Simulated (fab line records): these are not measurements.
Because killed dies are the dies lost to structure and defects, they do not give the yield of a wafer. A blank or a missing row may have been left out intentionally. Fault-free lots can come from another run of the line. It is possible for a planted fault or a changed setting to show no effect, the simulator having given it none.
Code-filled problem report in 8D (eight disciplines) form ; flow nandHarc ; the parts of the form that need people (team, actions taken, sign-off) are left out

## 1. THE ISSUE
Wafers without a fault read 299.99 C, standard deviation 0.19; susceptorTempC at NHARC_A_WL_FILL_ALD_00 reads a mean of 304.75 C on 2 wafers belonging to 2 lots. Relative to the usual mean, that is a shift of +25 standard deviations.
The step: deposits Al2O3, target thk 3 nm, pulse time 3 s, ald cycles 30.
Seen first at day 25 11:40 on aldHk-02, wafer L662.2. The record holds 36 wafers of 12 lots with a number at this step. Rule for "out" (also "out of limits"): further than 4 standard deviations from the usual mean. Any other wafer with a number is counted as sound.

## 2. WHAT THIS IS AND IS NOT
question;is;is not
which readings at this step;susceptorTempC;heaterPowerW, precursorPulseHeightRel
which lots;L661, L662;L650, L651, L653, L655, L658, L659, L660, L671, L672, L673
which wafers of those lots;L661.1, L662.2;L661.2, L661.5, L662.4, L662.6
read on which tools;aldHk-02;aldHk-03, aldHk-04
when;from day 25 11:40;"up to then (23 sound wafers); but 11 sound wafers of L661, L671, L672, L673 came after"

## 3. THE SUSPECTS, EACH WITH WHAT RULES IT OUT
Counting: any tool at a process step up to the reading remains a suspect provided it ran every lot that is out. Sound lots after the first of them don't rule it out here, since some wafers of a struck lot are sound.
- aldHk-02 at NHARC_A_WL_FILL_ALD_00 (deposits Al2O3, target thk 3 nm, pulse time 3 s, ald cycles 30): kept. It processed each lot that is out (first: L662, day 25 11:40); up to then, its last sound lot is L660 (day 24 16:35). Its own readings are out on those wafers: susceptorTempC.
- At NHARC_A_WL_FILL_ALD_00, inside aldHk-02: chamber 2 took the wafers that are out, while their sound lot-mates went through chambers 0, 1, 3.
Remaining after the count: aldHk-02 at NHARC_A_WL_FILL_ALD_00.

## 4. THE CAUSE (what the simulator had put in)
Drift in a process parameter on aldHk-02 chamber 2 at NHARC_A_WL_FILL_ALD_00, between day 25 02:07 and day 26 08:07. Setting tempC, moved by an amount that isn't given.
This tool alone remained once counting was done.

## 5. SEQUENCE OF EFFECTS, ordered by route
Each row: a reading where the mean over the struck wafers with a number is more than 3 standard deviations away from the usual. Scope: only readings with a usual standard deviation given in the record; hours: median across lots of the time from each lot's start at the first step in this table that gives one to its start at this step; sigmas: change in usual standard deviations.
hours;step;reading;usual;on struck wafers;change;sigmas
0;NHARC_A_WL_FILL_ALD_00;susceptorTempC;299.99 C;304.75;+4.75;+25
It contains these process steps:
- NHARC_A_WL_FILL_ALD_00: deposits Al2O3, target thk 3 nm, pulse time 3 s, ald cycles 30.

## 6. HOW IT WOULD HAVE BEEN CAUGHT EARLIER
10 hours passed between the start of the fault at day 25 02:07 and the first reading out of limits in this record, taken at day 25 11:40.
